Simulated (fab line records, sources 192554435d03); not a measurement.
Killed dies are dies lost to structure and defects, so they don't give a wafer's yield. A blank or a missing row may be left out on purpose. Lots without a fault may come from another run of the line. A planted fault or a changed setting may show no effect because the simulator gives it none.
Chamber matching | flow n5_finfet | N5_BEOL_M0_SAQP_ETCH_84 on rie_diel-06: 4 sister chambers
The step etches SOC in N2/H2, target depth 100 nm, overetch 20 nm, time 150 s. 30 wafers are shown with their chamber, then 12 later ones without.

WAFERS WITH THEIR CHAMBER
wafer  | chamber | showerhead_plenum_p_Torr (Torr) | drypump_motor_current_A (A) | throttle_valve_pct (%)
L074.1 | 3       | 2.60                            | 6.1                         | 18.08
L074.4 | 0       | 2.58                            | 5.8                         | 18.08
L074.6 | 1       | 2.67                            | 5.6                         | 17.33
L075.2 | 3       | 2.60                            | 6.0                         | 18.09
L075.3 | 2       | 2.51                            | 5.5                         | 17.72
L075.4 | 1       | 2.67                            | 5.5                         | 17.33
L077.2 | 1       | 2.67                            | 5.5                         | 17.32
L077.3 | 0       | 2.58                            | 5.8                         | 18.09
L077.5 | 3       | 2.60                            | 6.0                         | 18.08
L078.2 | 2       | 2.51                            | 5.5                         | 17.73
L078.4 | 3       | 2.60                            | 6.1                         | 18.11
L078.5 | 1       | 2.67                            | 5.6                         | 17.32
L080.2 | 2       | 2.51                            | 5.6                         | 17.76
L080.4 | 1       | 2.67                            | 5.6                         | 17.33
L080.5 | 2       | 2.51                            | 5.6                         | 17.74
L082.3 | 0       | 2.58                            | 5.8                         | 18.12
L082.4 | 1       | 2.67                            | 5.5                         | 17.34
L082.6 | 3       | 2.60                            | 6.1                         | 18.11
L083.2 | 2       | 2.51                            | 5.6                         | 17.74
L083.3 | 0       | 2.57                            | 5.8                         | 18.10
L083.6 | 1       | 2.66                            | 5.5                         | 17.36
L088.2 | 3       | 2.60                            | 6.0                         | 17.64
L088.5 | 2       | 2.50                            | 5.6                         | 17.75
L088.6 | 3       | 2.60                            | 6.0                         | 17.65
L090.3 | 1       | 2.66                            | 5.6                         | 17.40
L090.4 | 0       | 2.56                            | 5.8                         | 18.16
L090.6 | 3       | 2.60                            | 6.1                         | 17.66
L091.3 | 2       | 2.50                            | 5.5                         | 17.77
L091.4 | 0       | 2.56                            | 5.8                         | 18.17
L091.5 | 1       | 2.65                            | 5.5                         | 17.39

SIGNATURES (means of the wafers above)
reading                  | chamber 0 | chamber 1 | chamber 2 | chamber 3 | scatter within a chamber
showerhead_plenum_p_Torr | 2.5717    | 2.6656    | 2.5071    | 2.6000    | 0.00635
drypump_motor_current_A  | 5.800     | 5.544     | 5.557     | 6.050     | 0.0478
throttle_valve_pct       | 18.1200   | 17.3467   | 17.7443   | 17.9275   | 0.122
Rule: a wafer's distance from a chamber is the root of the sum, over the readings, of the square of ((its reading less the chamber's mean) divided by the reading's scatter). The wafer belongs to the nearest chamber; if the next one is less than 2 further off, it can't be placed. The scatter: the root of (the sum of the squares of (reading less its chamber's mean) over the shown wafers, divided by (wafers less chambers)).

WAFERS WITHOUT THEIR CHAMBER
wafer  | showerhead_plenum_p_Torr (Torr) | drypump_motor_current_A (A) | throttle_valve_pct (%)
L092.1 | 2.50                            | 5.5                         | 17.80
L092.2 | 2.65                            | 5.6                         | 17.40
L092.3 | 2.59                            | 6.1                         | 17.66
L092.4 | 2.59                            | 6.1                         | 17.66
L092.5 | 2.65                            | 5.5                         | 17.39
L092.6 | 2.49                            | 5.5                         | 17.81
L095.1 | 2.59                            | 6.0                         | 17.68
L095.2 | 2.65                            | 5.5                         | 17.41
L095.6 | 2.59                            | 6.1                         | 17.68
L096.1 | 2.65                            | 5.5                         | 17.41
L096.2 | 2.59                            | 6.0                         | 17.69
L096.5 | 2.59                            | 6.0                         | 17.67

WHICH CHAMBER EACH WENT THROUGH
wafer  | from the rows above | in truth
L092.1 | 2                   | 2
L092.2 | 1                   | 1
L092.3 | 3                   | 3
L092.4 | 3                   | 3
L092.5 | 1                   | 1
L092.6 | 2                   | 2
L095.1 | 3                   | 3
L095.2 | 1                   | 1
L095.6 | 3                   | 3
L096.1 | 1                   | 1
L096.2 | 3                   | 3
L096.5 | 3                   | 3
Placed correctly: 12 of 12. Can't be placed from these rows: 0. Placed wrongly: 0.
